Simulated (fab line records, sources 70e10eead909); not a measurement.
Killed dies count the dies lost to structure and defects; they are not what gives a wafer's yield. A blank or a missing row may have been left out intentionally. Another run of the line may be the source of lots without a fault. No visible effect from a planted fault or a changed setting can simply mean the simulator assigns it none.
What tool caused it? -- flow nandHarc -- 6 lots with 18 wafers sampled at 4 steps, on a route of 1159 steps

WHAT THE GAUGES SHOWED, per wafer
NHARC_A_ONON_D1_THK_MEAS_02: measures by ellipsometry.
lot,measured,on,thkNm (nm)
L509,day 8 08:55,filmMetro-01,1009 1007 1009
L516,day 9 19:17,filmMetro-01,676 678 678
L520,day 10 21:22,filmMetro-02,998 998 997
L523,day 11 11:22,filmMetro-02,1008 1008 1008
L526,day 12 11:53,filmMetro-02,993 995 994
L528,day 12 19:29,filmMetro-02,990 990 990

EACH LOT AND THE TOOL THAT RAN IT (in order: tool; ch and the chambers of the sampled wafers; start)
lot,NHARC_A_ZERO_WELL_ETCH_13,NHARC_A_ZERO_WELL_RTA_16,NHARC_A_ONON_D1_DEP_00
L509,"rieSi-06 ch 2,3, day 7 10:05","rtpAnneal-02 ch 0, day 7 11:08","pecvdOnon-03 ch 0, day 8 08:25"
L516,"rieSi-04 ch 0,1,3, day 8 21:10","rtpAnneal-02 ch 0, day 8 22:04","pecvdOnon-03 ch 0, day 9 18:50"
L520,"rieSi-06 ch 0,2, day 9 23:41","rtpAnneal-02 ch 0, day 10 00:35","pecvdOnon-02 ch 0, day 10 20:51"
L523,"rieSi-04 ch 2,3, day 10 13:04","rtpAnneal-02 ch 0, day 10 13:58","pecvdOnon-04 ch 0, day 11 10:51"
L526,"rieSi-04 ch 0,1,3, day 11 13:24","rtpAnneal-02 ch 0, day 11 14:20","pecvdOnon-02 ch 0, day 12 11:26"
L528,"rieSi-04 ch 1,2, day 11 20:59","rtpAnneal-02 ch 0, day 11 21:57","pecvdOnon-04 ch 0, day 12 19:03"
- NHARC_A_ZERO_WELL_ETCH_13: etches the open film in HBr/Cl2, target depth 120 nm, time 40.1 s.
- NHARC_A_ZERO_WELL_RTA_16: time 10 s.
- NHARC_A_ONON_D1_DEP_00: target thk 1000 nm.

THE ANSWER, worked out from the rows above alone
Rule: the usual values come from the lots themselves. The widest of any qualifying gaps counts: lots, ordered by their means at a reading, are off when they make up no more than a third of the lots, leave a main group of 4 or more, and stand apart from it by 3 or more times the standard deviation of that group's means. A main group whose means are all the same, to the digits that the tables above print for the reading, isn't used. Also off: a lot with no number at a reading for which 4 or more lots have one. All remaining lots with rows at the step are treated as sound.
Off: L516 (NHARC_A_ONON_D1_THK_MEAS_02, thkNm). For the main group the mean is 1000 nm and the standard deviation 7.4.
A tool fits if, at a process step before that reading, it ran every lot that is off, and no sound lot after the first of them. Gauges at NHARC_A_ONON_D1_THK_MEAS_02: tried the same way as those tools. This does not decide it: 2 tools fit, namely pecvdOnon-03 at NHARC_A_ONON_D1_DEP_00 and filmMetro-01 at NHARC_A_ONON_D1_THK_MEAS_02.

WHAT THE SIMULATOR PUT IN
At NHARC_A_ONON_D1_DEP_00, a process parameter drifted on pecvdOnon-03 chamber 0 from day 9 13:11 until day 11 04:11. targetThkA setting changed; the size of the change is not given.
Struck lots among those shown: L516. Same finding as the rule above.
